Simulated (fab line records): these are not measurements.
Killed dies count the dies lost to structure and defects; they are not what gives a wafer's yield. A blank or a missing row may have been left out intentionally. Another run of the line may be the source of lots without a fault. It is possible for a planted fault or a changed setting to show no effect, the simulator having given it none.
Struck lot and sound lot, side by side	flow nand_harc	14 out of 1159 route steps
Sound: the wafers L566.1, L566.4, L566.6. Struck: wafers L578.1, L578.2, L578.4. The cause is given at the end.
For every step that has rows: the tool of each side, followed by ch and its chambers, followed by its first start. Under that, the readings that differ: sound wafers	struck wafers	difference of the means	sigmas: that difference in standard deviations of wafers without a fault.
alike: same words and numbers on both sides, and readings whose means sit less than 2 such deviations apart. not compared: any withheld reading, any reading some wafer has no value for, any bound like >300 that may hide the same value, and any number with overlapping values for which the record gives no deviation.
Wherever a step has rows on one side only, a row that says differs or no value, or a row with sigmas, the two part there. Non-overlapping numbers with no deviation appear without sigmas and do not part them. Lack of a reading on every wafer of one side parts them only where that side has two or more wafers.

first, 2 steps without rows for these wafers: NHARC_A_SOURCE_PLATE_SRD_01; NHARC_A_SOURCE_PLATE_OXIDE_02 (material SiO2, target thk 10 nm, ox time 1362 s).
NHARC_A_SOURCE_PLATE_THK_MEAS_09: measures by ellipsometry.
  sound on film_metro-01, day 7 10:46; struck on film_metro-01, day 10 21:47
  alike: thk_nm
then, 3 steps without rows for these wafers: NHARC_A_SOURCE_PLATE_PVD_04 (deposits WSi2, target thk 50 nm); NHARC_A_SOURCE_PLATE_CVD_03 (deposits poly-Si, target thk 200 nm, time 4000 s); NHARC_A_SOURCE_PLATE_ANNEAL_05 (time 1800 s).
NHARC_A_SOURCE_PLATE_THK_MEAS_06: measures by ellipsometry.
  sound on film_metro-01, day 8 03:56; struck on film_metro-02, day 11 10:39
  alike: thk_nm
NHARC_A_SOURCE_PLATE_INSPECT_08:
  sound on defect_inspect-01, day 8 04:00; struck on defect_inspect-02, day 11 10:43
  alike: raw_defect_count
following that, 1 step holds no rows for these wafers, namely NHARC_A_ONON_D1_DEP_00 (target thickness 1000 nm).
NHARC_A_ONON_D1_THK_MEAS_02: measures by ellipsometry.
  sound on film_metro-01, day 8 04:34; struck on film_metro-02, day 11 11:18
  alike: thk_nm
NHARC_A_ONON_D1_DEP_03: target thk 1000 nm.
  sound on pecvd_onon-02 ch 0, day 8 04:38; struck on pecvd_onon-03 ch 0, day 11 11:29
  alike: nh3_flow_sccm
NHARC_A_ONON_D1_THK_MEAS_05: measures by ellipsometry.
  sound on film_metro-01, day 8 05:08; struck on film_metro-02, day 11 12:00
reading	sound	struck	difference	sigmas
thk_nm (nm)	986 989 986	1223 1223 1222	+236	+25
following that, 1 step holds no rows for these wafers, namely NHARC_A_ONON_D1_DEP_06 (target thickness 1000 nm).
-- break in the record here, with 12 days between the starts of the struck wafers on either side (left off in module A_ONON_D1, picked up again in module END, where the first step shown is number 1159 on the route) --
NHARC_END_SORT_01:
  sound on prober-01 ch 0, day 20 07:23; struck on prober-01 ch 0, day 23 02:06
reading	sound	struck	difference	sigmas
killed_at_array	14 12 8	677 676 675	+665	+55
killed_dies	22 14 16	677 677 677	+660	+55
killed_open	9 3 6	0 1 2	-5	-2
  alike: killed_at_other, killed_at_periphery, killed_short

WHERE THEY PART
Last at NHARC_END_SORT_01 as far as this record goes, first at NHARC_A_ONON_D1_THK_MEAS_05.

WHY: whatever the simulator had introduced
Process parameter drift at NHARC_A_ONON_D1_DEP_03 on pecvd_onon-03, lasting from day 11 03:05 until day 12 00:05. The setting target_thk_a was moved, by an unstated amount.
